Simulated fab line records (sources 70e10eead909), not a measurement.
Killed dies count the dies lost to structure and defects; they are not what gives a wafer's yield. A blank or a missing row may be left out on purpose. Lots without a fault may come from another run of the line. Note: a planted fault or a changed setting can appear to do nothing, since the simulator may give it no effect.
8D (eight disciplines) problem report, filled in by code -- flow nand_harc -- the parts of the form that need people (team, actions taken, sign-off) are left out

1. PROBLEM STATEMENT
Mean of heater_power_total_W at NHARC_A_CONTACT_SOFTBAKE_37: 183.02 W across 6 wafers in 2 lots; on wafers with no fault it is 188.44 W (standard deviation 0.12). Relative to the usual mean, that is a shift of -45 standard deviations.
The step: time 55 s.
Earliest sighting: wafer L956.1 on litho_track-04 at day 19 12:00. The record holds 39 wafers of 13 lots with a number at this step. Rule for "out" (also "out of limits"): further than 4 standard deviations from the usual mean. Any other wafer with a number is counted as sound.

2. WHAT IT IS; WHAT IT IS NOT
question,is,is not
which readings at this step,"heater_power_total_W, plate_temp_C",-
which lots,"L956, L959","L944, L945, L946, L947, L948, L953, L955, L961, L965, L966, L967"
which wafers of those lots,all that have a number,-
read on which tools,litho_track-04,"litho_track-01, litho_track-06"
when,from day 19 12:00,"up to then (21 sound wafers); but 12 sound wafers of L961, L965, L966, L967 came after"

3. WHAT RULES OUT EACH SUSPECT
Counting: any tool at a process step up to the reading is kept as a suspect provided that every lot that is out went through it and no sound lot did after the first of them.
- rie_metal-02 at NHARC_A_WL_FILL_ETCHBACK_05 (etches the open film in Cl2/BCl3, target depth 22 nm, time 60 s): ruled out as a lasting fault. The sound lots L966 went through it after L956, its earliest lot that is out (day 18 07:01).
- litho_track-04 at NHARC_A_CONTACT_SOFTBAKE_37 (time 55 s): kept. All lots that are out passed through it, beginning with L956 at day 19 12:00, and no sound lot followed; its final sound lot before that point was L953 at day 18 20:00. On those wafers its own readings are out: heater_power_total_W, plate_temp_C.
Left after counting: litho_track-04 at NHARC_A_CONTACT_SOFTBAKE_37.

4. THE CAUSE (what the simulator had put in)
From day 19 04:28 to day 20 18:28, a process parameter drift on litho_track-04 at NHARC_A_CONTACT_SOFTBAKE_37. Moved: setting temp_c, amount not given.
This tool alone remained once counting was done.

5. THE CHAIN OF EFFECTS, in route order
Each row: a reading whose mean over the struck wafers that have a number lies more than 3 standard deviations from the usual. Only readings whose record carries a usual standard deviation are examined. hours: median over the lots of the time between each lot's start at the first step of this table that gives one and its start at this step. sigmas: the change, counted in usual standard deviations.
hours,step,reading,usual,on struck wafers,change,sigmas
0,NHARC_A_CONTACT_SOFTBAKE_37,heater_power_total_W,188.44 W,183.02,-5.42,-45
0,NHARC_A_CONTACT_SOFTBAKE_37,plate_temp_C,105.00 C,102.80,-2.20,-20
Its process steps:
- NHARC_A_CONTACT_SOFTBAKE_37: time 55 s.

6. HOW IT WOULD HAVE BEEN CAUGHT EARLIER
First out-of-limits reading in this record: day 19 12:00, which is 8 hours after fault onset at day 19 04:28.
